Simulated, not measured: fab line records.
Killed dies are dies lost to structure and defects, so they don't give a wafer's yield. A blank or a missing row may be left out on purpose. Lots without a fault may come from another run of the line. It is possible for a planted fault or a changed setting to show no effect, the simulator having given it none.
Matching of chambers :: flow nand-harc :: NHARC_A_M0_DEP_32 on pecvd-04 has 3 sister chambers
The step deposits SiCN, target thk 30 nm. 14 wafers are shown with their chamber, then 7 later ones without.

## EACH WAFER AND ITS CHAMBER
wafer: L075.1
chamber: 1
heater-power-w (W): 586

wafer: L075.2
chamber: 2
heater-power-w (W): 537

wafer: L075.6
chamber: 1
heater-power-w (W): 599

wafer: L079.2
chamber: 1
heater-power-w (W): 553

wafer: L079.4
chamber: 2
heater-power-w (W): 589

wafer: L079.5
chamber: 1
heater-power-w (W): 561

wafer: L082.1
chamber: 2
heater-power-w (W): 595

wafer: L082.2
chamber: 0
heater-power-w (W): 737

wafer: L082.5
chamber: 2
heater-power-w (W): 604

wafer: L087.1
chamber: 1
heater-power-w (W): 576

wafer: L087.4
chamber: 0
heater-power-w (W): 712

wafer: L087.6
chamber: 2
heater-power-w (W): 599

wafer: L091.1
chamber: 2
heater-power-w (W): 496

wafer: L091.3
chamber: 0
heater-power-w (W): 706

SIGNATURES, as means of the wafers listed above
reading: heater-power-w
chamber 0: 718.33
chamber 1: 575.00
chamber 2: 570.00
scatter within a chamber: 32.3
Rule: for each reading, subtract the chamber's mean from the wafer's reading, divide by that reading's scatter and square the result; add these up over the readings and take the root, which gives the wafer's distance from the chamber. The wafer belongs to the nearest chamber; if the next one is less than 2 further off, it can't be placed. How the scatter is found: for the shown wafers, subtract from each reading the mean of its chamber, square and add these, divide the total by (wafers less chambers), then take the root.

## WAFERS WITHOUT THEIR CHAMBER
wafer: L091.4
heater-power-w (W): 494

wafer: L093.1
heater-power-w (W): 554

wafer: L093.2
heater-power-w (W): 533

wafer: L093.4
heater-power-w (W): 549

wafer: L097.2
heater-power-w (W): 590

wafer: L097.3
heater-power-w (W): 634

wafer: L097.4
heater-power-w (W): 578

## THE CHAMBER EACH PASSED THROUGH
wafer: L091.4
from the rows above: can't be placed: 2 or 1
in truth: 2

wafer: L093.1
from the rows above: can't be placed: 2 or 1
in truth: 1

wafer: L093.2
from the rows above: can't be placed: 2 or 1
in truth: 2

wafer: L093.4
from the rows above: can't be placed: 2 or 1
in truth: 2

wafer: L097.2
from the rows above: can't be placed: 1 or 2
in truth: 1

wafer: L097.3
from the rows above: can't be placed: 1 or 2 or 0
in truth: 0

wafer: L097.4
from the rows above: can't be placed: 1 or 2
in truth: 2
Placed correctly: 0 of 7. From these rows, 7 cannot be placed; in 7 the true chamber is one of the candidates. Placed wrongly: 0.
